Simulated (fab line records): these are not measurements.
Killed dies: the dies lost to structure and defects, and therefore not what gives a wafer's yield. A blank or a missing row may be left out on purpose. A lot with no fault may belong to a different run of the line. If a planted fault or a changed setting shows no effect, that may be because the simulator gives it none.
Which of the tools did it? / flow n5-finfet / 28 wafers sampled from 10 lots at 1 step of a route of 1938

## WHAT EACH GAUGE READ, for each wafer
N5_BEOL_M4_RC_MEAS_101.
lot=L942; measured=day 8 01:19; on=prober-01; DIBL_N (mV/V)=35.5 33.6
lot=L947; measured=day 9 03:22; on=prober-02; DIBL_N (mV/V)=35.2 35.0 36.0
lot=L948; measured=day 9 08:16; on=prober-02; DIBL_N (mV/V)=35.9 36.2 34.6
lot=L949; measured=day 9 16:58; on=prober-01; DIBL_N (mV/V)=34.3 37.9 34.6
lot=L958; measured=day 11 18:02; on=prober-02; DIBL_N (mV/V)=33.4 37.4 36.6
lot=L957; measured=day 12 00:59; on=prober-01; DIBL_N (mV/V)=34.8 36.3 37.8
lot=L959; measured=day 12 01:16; on=prober-02; DIBL_N (mV/V)=33.7 34.4 34.8
lot=L960; measured=day 12 08:00; on=prober-01; DIBL_N (mV/V)=33.5 35.2
lot=L961; measured=day 12 17:44; on=prober-02; DIBL_N (mV/V)=35.3 36.2 34.4
lot=L962; measured=day 12 21:04; on=prober-02; DIBL_N (mV/V)=34.2 32.8 36.7

## WHAT TOOL EACH LOT RAN ON (gives the tool, then ch and the chambers of the sampled wafers, and finally the start)
Before these readings, the record contains no process step.

## THE ANSWER, worked out from the rows above alone
Rule: usual is defined by the lots themselves. The widest of any qualifying gaps counts: lots, ordered by their means at a reading, are off when they make up no more than a third of the lots, leave a main group of 4 or more, and stand apart from it by 3 or more times the standard deviation of that group's means. Not used: any main group whose means are identical at the precision the tables above print for the reading. Also off: a lot with no number at a reading for which 4 or more lots have one. The other lots that the step has rows for count as sound.
No lot is off on any of the readings shown, so nothing can be concluded from this.

## WHAT THE SIMULATOR HAD INSERTED
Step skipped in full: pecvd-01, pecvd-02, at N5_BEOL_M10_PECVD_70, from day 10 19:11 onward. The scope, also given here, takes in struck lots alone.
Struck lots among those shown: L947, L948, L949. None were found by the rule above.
